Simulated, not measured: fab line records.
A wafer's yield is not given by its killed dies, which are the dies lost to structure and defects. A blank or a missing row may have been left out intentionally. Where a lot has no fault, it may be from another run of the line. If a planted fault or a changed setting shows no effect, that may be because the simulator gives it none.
What tool caused it? ; flow n5_finfet ; Sampling: 24 lots, 72 wafers, 4 of 1938 route steps

## WHAT THE GAUGES SHOWED, per wafer
N5_BEOL_M12_CD_MEAS_28: target cd 160.2 nm.
lot;measured;on;cd_nm (nm)
L074;day 10 18:41;cd_sem-02;161.0 161.4 159.6
L077;day 11 17:04;cd_sem-01;161.0 161.5 161.4
L075;day 12 00:18;cd_sem-01;162.7 160.7 161.9
L079;day 12 07:24;cd_sem-03;162.7 159.4 160.3
L078;day 12 07:37;cd_sem-01;158.4 160.1 160.2
L076;day 12 07:55;cd_sem-03;158.8 159.2 161.0
L082;day 13 08:51;cd_sem-03;163.9 161.4 162.9
L081;day 13 09:19;cd_sem-03;161.2 162.7 160.5
L083;day 13 20:35;cd_sem-01;157.5 159.9 158.8
L080;day 13 21:32;cd_sem-02;158.6 159.6 161.4
L085;day 13 23:48;cd_sem-03;161.8 161.6 158.0
L084;day 13 23:55;cd_sem-01;159.3 159.5 160.3
L086;day 14 13:22;cd_sem-01;162.9 162.0 159.4
L090;day 14 20:55;cd_sem-03;159.7 160.7 161.9
L087;day 15 15:34;cd_sem-02;162.3 161.5 162.9
L088;day 15 15:58;cd_sem-03;158.2 159.3 156.6
L089;day 15 17:25;cd_sem-02;161.4 160.2 162.3
L091;day 15 19:50;cd_sem-03;160.8 161.6 159.9
L092;day 16 22:28;cd_sem-01;161.3 162.3 162.4
L094;day 17 09:41;cd_sem-01;158.8 160.4 157.7
L093;day 17 16:34;cd_sem-02;159.6 159.2 159.8
L097;day 17 21:29;cd_sem-01;162.0 160.6 161.4
L096;day 18 01:06;cd_sem-02;160.0 159.0 159.8
L095;day 18 04:52;cd_sem-01;160.1 160.5 161.7

N5_BEOL_M13_INSPECT_30: inspects for defects (macro).
lot;measured;on;raw_defect_count
L074;day 10 23:25;defect_inspect-02;3 2 4
L077;day 11 21:41;defect_inspect-01;0 2 3
L075;day 12 06:40;defect_inspect-02;1 1 4
L079;day 12 12:54;defect_inspect-01;4 1 2
L078;day 12 13:31;defect_inspect-02;3 3 2
L076;day 12 15:07;defect_inspect-01;1 1 2
L082;day 13 21:21;defect_inspect-01;0 0 2
L081;day 13 21:28;defect_inspect-02;3 3 0
L083;day 14 00:44;defect_inspect-01;1 2 2
L080;day 14 04:36;defect_inspect-02;4 2 0
L085;day 14 05:14;defect_inspect-02;5 0 0
L084;day 14 05:32;defect_inspect-02;4 5 0
L086;day 14 20:40;defect_inspect-02;3 4 3
L090;day 15 00:59;defect_inspect-02;1 3 1
L087;day 15 20:46;defect_inspect-02;2 0 2
L088;day 15 21:10;defect_inspect-01;2 0 1
L089;day 16 00:27;defect_inspect-02;1 1 3
L091;day 16 01:39;defect_inspect-01;1 0 0
L092;day 17 06:04;defect_inspect-02;1 2 5
L094;day 17 16:14;defect_inspect-02;1 2 3
L093;day 17 22:47;defect_inspect-02;1 0 4
L097;day 18 05:17;defect_inspect-02;1 2 5
L096;day 18 05:38;defect_inspect-02;3 2 3
L095;day 18 11:33;defect_inspect-01;0 0 1

## WHICH TOOL RAN EACH LOT (tool, then ch and the chambers of the sampled wafers, then the start)
lot;N5_BEOL_M12_SPUTTER_44;N5_BEOL_M13_ETCH_59
L074;pvd_sputter-03, day 10 20:35;rie_diel-05 ch 0,1,2, day 10 22:25
L077;pvd_sputter-02, day 11 18:59;rie_diel-06 ch 1,3, day 11 20:49
L075;pvd_sputter-02, day 12 03:38;rie_diel-05 ch 1,2,3, day 12 05:39
L079;pvd_sputter-02, day 12 10:11;rie_diel-05 ch 1,2,3, day 12 11:54
L078;pvd_sputter-02, day 12 10:49;rie_diel-06 ch 0,1,3, day 12 12:31
L076;pvd_sputter-02, day 12 12:15;rie_diel-05 ch 1,2,3, day 12 14:14
L082;pvd_sputter-01, day 13 18:31;rie_diel-02 ch 1,3, day 13 20:20
L081;pvd_sputter-02, day 13 18:36;rie_diel-06 ch 0,1,3, day 13 20:37
L083;pvd_sputter-02, day 13 22:07;rie_diel-02 ch 0,1,3, day 13 23:50
L080;pvd_sputter-01, day 14 01:52;rie_diel-02 ch 0,1,3, day 14 03:43
L085;pvd_sputter-03, day 14 02:37;rie_diel-06 ch 1,3, day 14 04:22
L084;pvd_sputter-02, day 14 02:52;rie_diel-02 ch 0,1,3, day 14 04:40
L086;pvd_sputter-01, day 14 17:23;rie_diel-02 ch 0,1,2, day 14 19:40
L090;pvd_sputter-02, day 14 22:09;rie_diel-02 ch 0,1,3, day 14 23:59
L087;pvd_sputter-03, day 15 18:04;rie_diel-06 ch 0,1,2, day 15 19:46
L088;pvd_sputter-02, day 15 18:08;rie_diel-06 ch 1,2, day 15 20:10
L089;pvd_sputter-01, day 15 21:37;rie_diel-06 ch 0,2, day 15 23:27
L091;pvd_sputter-02, day 15 23:04;rie_diel-02 ch 1,2, day 16 00:46
L092;pvd_sputter-03, day 17 03:23;rie_diel-05 ch 0,1,3, day 17 05:05
L094;pvd_sputter-01, day 17 13:30;rie_diel-06 ch 0,2,3, day 17 15:14
L093;pvd_sputter-02, day 17 19:39;rie_diel-02 ch 0,1,2, day 17 21:55
L097;pvd_sputter-02, day 18 02:35;rie_diel-05 ch 2,3, day 18 04:25
L096;pvd_sputter-03, day 18 02:46;rie_diel-05 ch 0,2, day 18 04:46
L095;pvd_sputter-03, day 18 08:30;rie_diel-06 ch 1,3, day 18 10:33
- N5_BEOL_M12_SPUTTER_44: material Ta, target thk 10 nm, time 16.13 s.
- N5_BEOL_M13_ETCH_59: etches BARC in N2/H2, target depth 89 nm, overetch 26.7 nm, time 67.9 s.

## WHAT THE TOOLS THEMSELVES READ (means of the sampled wafers that have a number; where no wafer has one, the mark that the record gives instead)
N5_BEOL_M12_SPUTTER_44.
lot;tool;throttle_valve_pct (%)
L074;pvd_sputter-03;29.3
L077;pvd_sputter-02;27.3
L075;pvd_sputter-02;28.6
L079;pvd_sputter-02;28.5
L078;pvd_sputter-02;29.8
L076;pvd_sputter-02;29.2
L082;pvd_sputter-01;29.6
L081;pvd_sputter-02;28.5
L083;pvd_sputter-02;30.5
L080;pvd_sputter-01;29.1
L085;pvd_sputter-03;30.1
L084;pvd_sputter-02;30.4
L086;pvd_sputter-01;29.2
L090;pvd_sputter-02;29.8
L087;pvd_sputter-03;29.7
L088;pvd_sputter-02;29.1
L089;pvd_sputter-01;29.2
L091;pvd_sputter-02;29.6
L092;pvd_sputter-03;29.6
L094;pvd_sputter-01;29.7
L093;pvd_sputter-02;29.2
L097;pvd_sputter-02;28.0
L096;pvd_sputter-03;29.4
L095;pvd_sputter-03;29.5

N5_BEOL_M13_ETCH_59.
lot;tool;bias_w (W);drypump_motor_current_A (A);oes_product_au (a.u.);rf_vpp_V (V);showerhead_plenum_p_Torr (Torr);throttle_valve_pct (%)
L074;rie_diel-05;150.2;6.1;0.65;523.1;2.51;17.87
L077;rie_diel-06;149.7;5.6;0.61;525.3;2.57;17.94
L075;rie_diel-05;149.9;5.9;0.67;522.2;2.48;17.92
L079;rie_diel-05;149.9;5.9;0.68;522.2;2.48;17.92
L078;rie_diel-06;149.8;5.9;0.66;523.8;2.55;17.85
L076;rie_diel-05;149.8;5.9;0.67;521.7;2.48;17.92
L082;rie_diel-02;150.4;6.0;0.61;524.4;2.56;18.07
L081;rie_diel-06;149.6;5.9;0.65;524.0;2.55;17.85
L083;rie_diel-02;149.9;6.3;0.61;523.8;2.53;18.15
L080;rie_diel-02;149.8;6.3;0.61;523.5;2.53;18.15
L085;rie_diel-06;150.2;5.7;0.62;522.9;2.50;17.87
L084;rie_diel-02;149.8;6.2;0.61;523.0;2.53;18.16
L086;rie_diel-02;150.2;6.0;0.67;523.9;2.55;17.98
L090;rie_diel-02;150.2;6.2;0.61;523.6;2.53;18.17
L087;rie_diel-06;150.4;6.3;0.71;524.4;2.57;17.75
L088;rie_diel-06;149.7;6.4;0.74;525.7;2.62;17.76
L089;rie_diel-06;149.6;6.6;0.77;527.7;2.66;17.75
L091;rie_diel-02;149.8;5.8;0.66;525.1;2.57;17.91
L092;rie_diel-05;149.7;5.6;0.69;523.0;2.49;17.83
L094;rie_diel-06;149.9;6.2;0.69;527.0;2.63;17.89
L093;rie_diel-02;149.5;6.0;0.64;524.1;2.54;18.00
L097;rie_diel-05;149.9;6.2;0.75;522.8;2.50;17.59
L096;rie_diel-05;150.2;6.5;0.72;523.7;2.52;17.54
L095;rie_diel-06;150.0;5.7;0.59;524.1;2.55;18.02

## THE ANSWER, worked out from the rows above alone
Rule: the lots themselves supply what counts as usual. The widest of any qualifying gaps counts: lots, ordered by their means at a reading, are off when they make up no more than a third of the lots, leave a main group of 4 or more, and stand apart from it by 3 or more times the standard deviation of that group's means. If all means in a main group match to the digits the tables above print for the reading, that group is not used. Also off: a lot with no number at a reading for which 4 or more lots have one. The other lots that the step has rows for count as sound. First the gauges in route order, then the tools' own readings, where a lot's mean is used as printed above. At the first step where some lot is off, the reading lying furthest off is the one used; lots without a number count as furthest.
No lot is off on any of the readings shown, so nothing can be concluded from this.

## WHAT HAD BEEN PUT IN BY THE SIMULATOR
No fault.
